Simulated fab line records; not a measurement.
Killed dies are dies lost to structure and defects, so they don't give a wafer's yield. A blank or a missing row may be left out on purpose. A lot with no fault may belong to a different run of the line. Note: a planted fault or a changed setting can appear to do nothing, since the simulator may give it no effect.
Which of the tools did it? | flow nand_harc | 24 lots with 72 wafers sampled at 6 steps, on a route of 1159 steps

== WHAT THE GAUGES SHOWED, per wafer ==
The record holds no reading of a measuring or inspecting step that can be judged against a usual standard deviation.

== EACH LOT AND THE TOOL THAT RAN IT (in order: tool; ch and the chambers of the sampled wafers; start) ==
lot  | NHARC_A_STAIRCASE_ETCH_230                    | NHARC_A_STAIRCASE_ETCH_234                    | NHARC_A_STAIRCASE_STRIP_238          | NHARC_A_STAIRCASE_HM_DEP_456  | NHARC_A_STAIRCASE_ETCH_294                    | NHARC_A_STAIRCASE_HM_DEP_462
L074 | rie_diel-12 ch 0,3, day 11 09:52 or earlier   | rie_diel-12 ch 0,1,3, day 11 09:52 or earlier | plasma_asher-01 ch 0,1, day 11 09:52 | acl_dep-01 ch 0, day 11 12:25 | rie_diel-12 ch 0,3, day 11 17:29 or earlier   | acl_dep-03 ch 0, day 11 17:29
L076 | rie_diel-07 ch 0,2, day 11 16:28 or earlier   | rie_diel-07 ch 1,2,3, day 11 16:28 or earlier | plasma_asher-02 ch 0,1, day 11 16:28 | acl_dep-01 ch 0, day 11 21:14 | rie_diel-12 ch 1,3, day 12 02:43 or earlier   | acl_dep-02 ch 0, day 12 02:43
L075 | rie_diel-11 ch 0,3, day 11 17:26 or earlier   | rie_diel-11 ch 0,2, day 11 17:26 or earlier   | plasma_asher-02 ch 0,1, day 11 17:26 | acl_dep-03 ch 0, day 11 21:56 | rie_diel-11 ch 1,3, day 12 03:08 or earlier   | acl_dep-03 ch 0, day 12 03:08
L077 | rie_diel-07 ch 0,1,3, day 12 04:12 or earlier | rie_diel-07 ch 1,2, day 12 04:12 or earlier   | plasma_asher-01 ch 0,1, day 12 04:12 | acl_dep-02 ch 0, day 12 07:16 | rie_diel-07 ch 0,1,2, day 12 12:23 or earlier | acl_dep-01 ch 0, day 12 12:23
L078 | rie_diel-07 ch 0,2,3, day 12 06:23 or earlier | rie_diel-07 ch 0,1, day 12 06:23 or earlier   | plasma_asher-02 ch 1, day 12 06:23   | acl_dep-02 ch 0, day 12 08:53 | rie_diel-12 ch 0,1,2, day 12 14:08 or earlier | acl_dep-02 ch 0, day 12 14:08
L079 | rie_diel-12 ch 0,2,3, day 12 09:51 or earlier | rie_diel-12 ch 0,1,2, day 12 09:51 or earlier | plasma_asher-01 ch 0,1, day 12 09:51 | acl_dep-02 ch 0, day 12 12:37 | rie_diel-07 ch 0,1,3, day 12 18:05 or earlier | acl_dep-03 ch 0, day 12 18:05
L082 | rie_diel-12 ch 0,3, day 13 02:32 or earlier   | rie_diel-12 ch 0,3, day 13 02:32 or earlier   | plasma_asher-01 ch 0,1, day 13 02:32 | acl_dep-02 ch 0, day 13 07:28 | rie_diel-07 ch 0,1,2, day 13 17:19 or earlier | acl_dep-02 ch 0, day 13 17:19
L080 | rie_diel-11 ch 0,1,3, day 13 03:37 or earlier | rie_diel-11 ch 1,2,3, day 13 03:37 or earlier | plasma_asher-02 ch 0,1, day 13 03:37 | acl_dep-03 ch 0, day 13 10:28 | rie_diel-12 ch 0,1,2, day 13 22:28 or earlier | acl_dep-02 ch 0, day 13 22:28
L083 | rie_diel-12 ch 1,2,3, day 13 11:48 or earlier | rie_diel-12 ch 0,1, day 13 11:48 or earlier   | plasma_asher-02 ch 1, day 13 11:48   | acl_dep-01 ch 0, day 13 19:11 | rie_diel-12 ch 1,2, day 14 05:20 or earlier   | acl_dep-01 ch 0, day 14 05:20
L081 | rie_diel-07 ch 0,2,3, day 13 12:24 or earlier | rie_diel-07 ch 0,2,3, day 13 12:24 or earlier | plasma_asher-01 ch 0,1, day 13 12:24 | acl_dep-01 ch 0, day 13 21:56 | rie_diel-07 ch 0,1,2, day 14 07:20 or earlier | acl_dep-02 ch 0, day 14 07:20
L084 | rie_diel-11 ch 0,1,3, day 14 00:11 or earlier | rie_diel-11 ch 0,1,3, day 14 00:11 or earlier | plasma_asher-01 ch 0,1, day 14 00:11 | acl_dep-03 ch 0, day 14 06:26 | rie_diel-11 ch 0,3, day 14 12:59 or earlier   | acl_dep-03 ch 0, day 14 12:59
L086 | rie_diel-12 ch 0,1,3, day 14 12:34 or earlier | rie_diel-12 ch 1,2,3, day 14 12:34 or earlier | plasma_asher-02 ch 0,1, day 14 12:34 | acl_dep-03 ch 0, day 14 15:23 | rie_diel-11 ch 0,1,3, day 14 20:32 or earlier | acl_dep-02 ch 0, day 14 20:32
L087 | rie_diel-12 ch 1,3, day 14 13:31 or earlier   | rie_diel-12 ch 0,1, day 14 13:31 or earlier   | plasma_asher-02 ch 0, day 14 13:31   | acl_dep-01 ch 0, day 14 15:59 | rie_diel-07 ch 0,2,3, day 14 21:13 or earlier | acl_dep-03 ch 0, day 14 21:13
L085 | rie_diel-07 ch 0,1,2, day 14 14:55 or earlier | rie_diel-07 ch 0,2, day 14 14:55 or earlier   | plasma_asher-01 ch 0,1, day 14 14:55 | acl_dep-02 ch 0, day 14 17:51 | rie_diel-12 ch 0,3, day 14 22:53 or earlier   | acl_dep-01 ch 0, day 14 22:53
L089 | rie_diel-11 ch 1,2,3, day 14 22:31 or earlier | rie_diel-11 ch 0,1,2, day 14 22:31 or earlier | plasma_asher-02 ch 0,1, day 14 22:31 | acl_dep-01 ch 0, day 15 01:02 | rie_diel-12 ch 0,1,2, day 15 05:59 or earlier | acl_dep-01 ch 0, day 15 05:59
L088 | rie_diel-12 ch 1,3, day 14 23:02 or earlier   | rie_diel-12 ch 2,3, day 14 23:02 or earlier   | plasma_asher-01 ch 0,1, day 14 23:02 | acl_dep-02 ch 0, day 15 01:27 | rie_diel-07 ch 0,3, day 15 06:31 or earlier   | acl_dep-02 ch 0, day 15 06:31
L090 | rie_diel-11 ch 1,2,3, day 15 05:13 or earlier | rie_diel-11 ch 0,1,3, day 15 05:13 or earlier | plasma_asher-01 ch 0,1, day 15 05:13 | acl_dep-03 ch 0, day 15 07:44 | rie_diel-11 ch 1,2, day 15 13:27 or earlier   | acl_dep-01 ch 0, day 15 13:27
L091 | rie_diel-12 ch 0,2,3, day 15 12:38 or earlier | rie_diel-12 ch 0,2, day 15 12:38 or earlier   | plasma_asher-01 ch 0,1, day 15 12:38 | acl_dep-01 ch 0, day 15 15:55 | rie_diel-11 ch 1,2,3, day 15 22:14 or earlier | acl_dep-01 ch 0, day 15 22:14
L094 | rie_diel-07 ch 0,2,3, day 15 19:12 or earlier | rie_diel-07 ch 0,2,3, day 15 19:12 or earlier | plasma_asher-02 ch 0,1, day 15 19:12 | acl_dep-03 ch 0, day 15 22:14 | rie_diel-11 ch 0,1, day 16 04:00 or earlier   | acl_dep-02 ch 0, day 16 04:00
L092 | rie_diel-12 ch 0,2,3, day 16 08:38 or earlier | rie_diel-12 ch 0,1,3, day 16 08:38 or earlier | plasma_asher-01 ch 0,1, day 16 08:38 | acl_dep-03 ch 0, day 16 11:37 | rie_diel-12 ch 1,2, day 16 17:23 or earlier   | acl_dep-03 ch 0, day 16 17:23
L095 | rie_diel-07 ch 0,1,3, day 16 09:00 or earlier | rie_diel-07 ch 0,2,3, day 16 09:00 or earlier | plasma_asher-02 ch 0,1, day 16 09:00 | acl_dep-01 ch 0, day 16 11:38 | rie_diel-12 ch 0,1,3, day 16 18:39 or earlier | acl_dep-01 ch 0, day 16 18:39
L093 | rie_diel-07 ch 0,1, day 16 12:10 or earlier   | rie_diel-07 ch 0,1,2, day 16 12:10 or earlier | plasma_asher-01 ch 0,1, day 16 12:10 | acl_dep-02 ch 0, day 16 16:13 | rie_diel-12 ch 0,1,2, day 16 22:54 or earlier | acl_dep-02 ch 0, day 16 22:54
L096 | rie_diel-11 ch 1,2,3, day 16 21:01 or earlier | rie_diel-11 ch 2,3, day 16 21:01 or earlier   | plasma_asher-01 ch 0,1, day 16 21:01 | acl_dep-01 ch 0, day 17 01:17 | rie_diel-11 ch 0,3, day 17 06:35 or earlier   | acl_dep-02 ch 0, day 17 06:35
L097 | rie_diel-07 ch 0,1,2, day 17 17:35 or earlier | rie_diel-07 ch 0,1,2, day 17 17:35 or earlier | plasma_asher-01 ch 0,1, day 17 17:35 | acl_dep-02 ch 0, day 17 21:30 | rie_diel-11 ch 0,2,3, day 18 03:43 or earlier | acl_dep-02 ch 0, day 18 03:43
- NHARC_A_STAIRCASE_ETCH_230: etches the open film in C4F8/O2, target depth 100 nm, time 40.5 s.
- NHARC_A_STAIRCASE_ETCH_234: etches the open film in C4F8/O2, target depth 100 nm, time 40.5 s.
- NHARC_A_STAIRCASE_STRIP_238: strips in O2.
- NHARC_A_STAIRCASE_HM_DEP_456: deposits aC, target thk 1500 nm.
- NHARC_A_STAIRCASE_ETCH_294: etches the open film in C4F8/O2/Ar, target depth 4992 nm, time 1212.4 s.
- NHARC_A_STAIRCASE_HM_DEP_462: deposits aC, target thk 800 nm.

== WHAT THE TOOLS THEMSELVES READ (means of the sampled wafers that have a number; where no wafer has one, the mark that the record gives instead) ==
NHARC_A_STAIRCASE_ETCH_230.
lot  | tool        | oes_product_au (a.u.) | rf_fwd_power_W (W) | rf_vpp_V (V)
L074 | rie_diel-12 | 0.958                 | 592.2              | 898
L076 | rie_diel-07 | 0.958                 | 592.1              | 899
L075 | rie_diel-11 | 0.941                 | 592.6              | 898
L077 | rie_diel-07 | 0.938                 | 593.0              | 897
L078 | rie_diel-07 | 0.941                 | 592.4              | 898
L079 | rie_diel-12 | 0.947                 | 593.9              | 899
L082 | rie_diel-12 | 0.942                 | 591.9              | 896
L080 | rie_diel-11 | 0.942                 | 591.1              | 900
L083 | rie_diel-12 | 0.943                 | 592.4              | 901
L081 | rie_diel-07 | 0.961                 | 592.5              | 898
L084 | rie_diel-11 | 0.935                 | 593.1              | 899
L086 | rie_diel-12 | 0.934                 | 591.2              | 897
L087 | rie_diel-12 | 0.947                 | 593.8              | 899
L085 | rie_diel-07 | 0.936                 | 593.9              | 895
L089 | rie_diel-11 | 0.935                 | 591.9              | 896
L088 | rie_diel-12 | 0.953                 | 591.8              | 899
L090 | rie_diel-11 | 0.968                 | 592.0              | 896
L091 | rie_diel-12 | 0.975                 | 592.2              | 899
L094 | rie_diel-07 | 0.973                 | 591.4              | 898
L092 | rie_diel-12 | 0.931                 | 594.4              | 898
L095 | rie_diel-07 | 0.978                 | 591.7              | 896
L093 | rie_diel-07 | 0.956                 | 592.8              | 891
L096 | rie_diel-11 | 0.946                 | 592.1              | 902
L097 | rie_diel-07 | 0.935                 | 594.4              | 895

NHARC_A_STAIRCASE_ETCH_234.
lot  | tool        | oes_product_au (a.u.) | rf_fwd_power_W (W) | rf_vpp_V (V)
L074 | rie_diel-12 | 0.955                 | 593.4              | 899
L076 | rie_diel-07 | 0.952                 | 593.5              | 900
L075 | rie_diel-11 | 0.957                 | 592.0              | 891
L077 | rie_diel-07 | 0.928                 | 595.8              | 896
L078 | rie_diel-07 | 0.931                 | 591.5              | 891
L079 | rie_diel-12 | 0.950                 | 594.5              | 899
L082 | rie_diel-12 | 0.950                 | 592.3              | 898
L080 | rie_diel-11 | 0.938                 | 589.8              | 897
L083 | rie_diel-12 | 0.943                 | 593.2              | 898
L081 | rie_diel-07 | 0.943                 | 590.5              | 899
L084 | rie_diel-11 | 0.934                 | 591.8              | 899
L086 | rie_diel-12 | 0.930                 | 592.1              | 900
L087 | rie_diel-12 | 0.940                 | 594.0              | 898
L085 | rie_diel-07 | 0.925                 | 589.9              | 898
L089 | rie_diel-11 | 0.941                 | 592.4              | 895
L088 | rie_diel-12 | 0.942                 | 593.9              | 900
L090 | rie_diel-11 | 0.945                 | 591.4              | 899
L091 | rie_diel-12 | 0.955                 | 592.5              | 900
L094 | rie_diel-07 | 0.950                 | 591.2              | 899
L092 | rie_diel-12 | 0.956                 | 593.1              | 898
L095 | rie_diel-07 | 0.944                 | 591.3              | 898
L093 | rie_diel-07 | 0.954                 | 591.2              | 895
L096 | rie_diel-11 | 0.949                 | 591.8              | 904
L097 | rie_diel-07 | 0.934                 | 591.9              | 895

NHARC_A_STAIRCASE_STRIP_238.
lot  | tool            | drypump_motor_current_A (A) | heater_power_w (W)
L074 | plasma_asher-01 | 5.5                         | 329
L076 | plasma_asher-02 | 6.2                         | 290
L075 | plasma_asher-02 | 6.2                         | 271
L077 | plasma_asher-01 | 5.4                         | 328
L078 | plasma_asher-02 | 6.2                         | 253
L079 | plasma_asher-01 | 5.7                         | 338
L082 | plasma_asher-01 | 5.7                         | 339
L080 | plasma_asher-02 | 6.2                         | 290
L083 | plasma_asher-02 | 6.2                         | 250
L081 | plasma_asher-01 | 5.7                         | 334
L084 | plasma_asher-01 | 5.7                         | 334
L086 | plasma_asher-02 | 6.2                         | 297
L087 | plasma_asher-02 | 6.2                         | 313
L085 | plasma_asher-01 | 5.7                         | 342
L089 | plasma_asher-02 | 6.2                         | 293
L088 | plasma_asher-01 | 5.5                         | 331
L090 | plasma_asher-01 | 5.7                         | 336
L091 | plasma_asher-01 | 5.4                         | 335
L094 | plasma_asher-02 | 6.2                         | 293
L092 | plasma_asher-01 | 5.7                         | 335
L095 | plasma_asher-02 | 6.2                         | 279
L093 | plasma_asher-01 | 5.5                         | 330
L096 | plasma_asher-01 | 5.7                         | 341
L097 | plasma_asher-01 | 5.7                         | 335

NHARC_A_STAIRCASE_HM_DEP_456.
lot  | tool       | throttle_valve_pct (%)
L074 | acl_dep-01 | 35.002
L076 | acl_dep-01 | 35.003
L075 | acl_dep-03 | 34.994
L077 | acl_dep-02 | 35.004
L078 | acl_dep-02 | 35.006
L079 | acl_dep-02 | 34.996
L082 | acl_dep-02 | 34.996
L080 | acl_dep-03 | 35.002
L083 | acl_dep-01 | 35.005
L081 | acl_dep-01 | 35.008
L084 | acl_dep-03 | 35.009
L086 | acl_dep-03 | 35.002
L087 | acl_dep-01 | 34.998
L085 | acl_dep-02 | 35.002
L089 | acl_dep-01 | 35.003
L088 | acl_dep-02 | 34.999
L090 | acl_dep-03 | 35.001
L091 | acl_dep-01 | 35.003
L094 | acl_dep-03 | 35.004
L092 | acl_dep-03 | 35.002
L095 | acl_dep-01 | 35.003
L093 | acl_dep-02 | 35.005
L096 | acl_dep-01 | 35.006
L097 | acl_dep-02 | 35.008

NHARC_A_STAIRCASE_ETCH_294.
lot  | tool        | oes_product_au (a.u.) | rf_fwd_power_W (W) | rf_vpp_V (V)
L074 | rie_diel-12 | 0.943                 | 599.1              | 1831
L076 | rie_diel-12 | 0.931                 | 596.9              | 1835
L075 | rie_diel-11 | 0.945                 | 598.8              | 1835
L077 | rie_diel-07 | 0.921                 | 601.0              | 1826
L078 | rie_diel-12 | 0.943                 | 597.4              | 1833
L079 | rie_diel-07 | 0.929                 | 599.6              | 1827
L082 | rie_diel-07 | 0.929                 | 598.9              | 1826
L080 | rie_diel-12 | 0.929                 | 598.9              | 1832
L083 | rie_diel-12 | 0.925                 | 597.9              | 1835
L081 | rie_diel-07 | 0.933                 | 600.1              | 1826
L084 | rie_diel-11 | 0.938                 | 599.3              | 1830
L086 | rie_diel-11 | 0.931                 | 598.3              | 1833
L087 | rie_diel-07 | 0.931                 | 599.9              | 1834
L085 | rie_diel-12 | 0.937                 | 598.9              | 1830
L089 | rie_diel-12 | 0.951                 | 599.5              | 1831
L088 | rie_diel-07 | 0.928                 | 599.2              | 1827
L090 | rie_diel-11 | 0.924                 | 600.0              | 1827
L091 | rie_diel-11 | 0.937                 | 600.1              | 1826
L094 | rie_diel-11 | 0.932                 | 600.1              | 1835
L092 | rie_diel-12 | 0.933                 | 599.2              | 1834
L095 | rie_diel-12 | 0.936                 | 602.2              | 1830
L093 | rie_diel-12 | 0.947                 | 599.3              | 1831
L096 | rie_diel-11 | 0.948                 | 601.0              | 1830
L097 | rie_diel-11 | 0.936                 | 600.2              | 1835

NHARC_A_STAIRCASE_HM_DEP_462.
lot  | tool       | throttle_valve_pct (%)
L074 | acl_dep-03 | 35.000
L076 | acl_dep-02 | 34.998
L075 | acl_dep-03 | 35.000
L077 | acl_dep-01 | 35.001
L078 | acl_dep-02 | 35.007
L079 | acl_dep-03 | 35.002
L082 | acl_dep-02 | 34.997
L080 | acl_dep-02 | 35.004
L083 | acl_dep-01 | 34.998
L081 | acl_dep-02 | 35.003
L084 | acl_dep-03 | 35.000
L086 | acl_dep-02 | 35.000
L087 | acl_dep-03 | 35.007
L085 | acl_dep-01 | 34.997
L089 | acl_dep-01 | 35.004
L088 | acl_dep-02 | 35.004
L090 | acl_dep-01 | 35.001
L091 | acl_dep-01 | 34.996
L094 | acl_dep-02 | 34.998
L092 | acl_dep-03 | 34.994
L095 | acl_dep-01 | 34.992
L093 | acl_dep-02 | 34.996
L096 | acl_dep-02 | 35.011
L097 | acl_dep-02 | 35.009

== THE ANSWER, worked out from the rows above alone ==
Rule: what is usual is taken from the lots themselves. Put in order of their means at a reading, lots are off if they are a third of the lots or fewer, leave a main group of 4 or more, and stand apart from it by a gap of 3 or more times the standard deviation of the main group's means; of several such gaps the widest counts. A main group is skipped when, at the precision printed for the reading in the tables above, its means are all equal. A lot without any number at a reading at which 4 lots or more have one is off too. The other lots that the step has rows for count as sound. After the gauges, taken in route order, come the tools' own readings; for these a lot's mean is taken, as printed above. The first step at which some lot is off is used, and at that step the reading that is off furthest; a lot without a number counts as furthest.
Across all readings shown, no lot is off: no conclusion can be drawn from this.

== WHAT WAS PUT IN BY THE SIMULATOR ==
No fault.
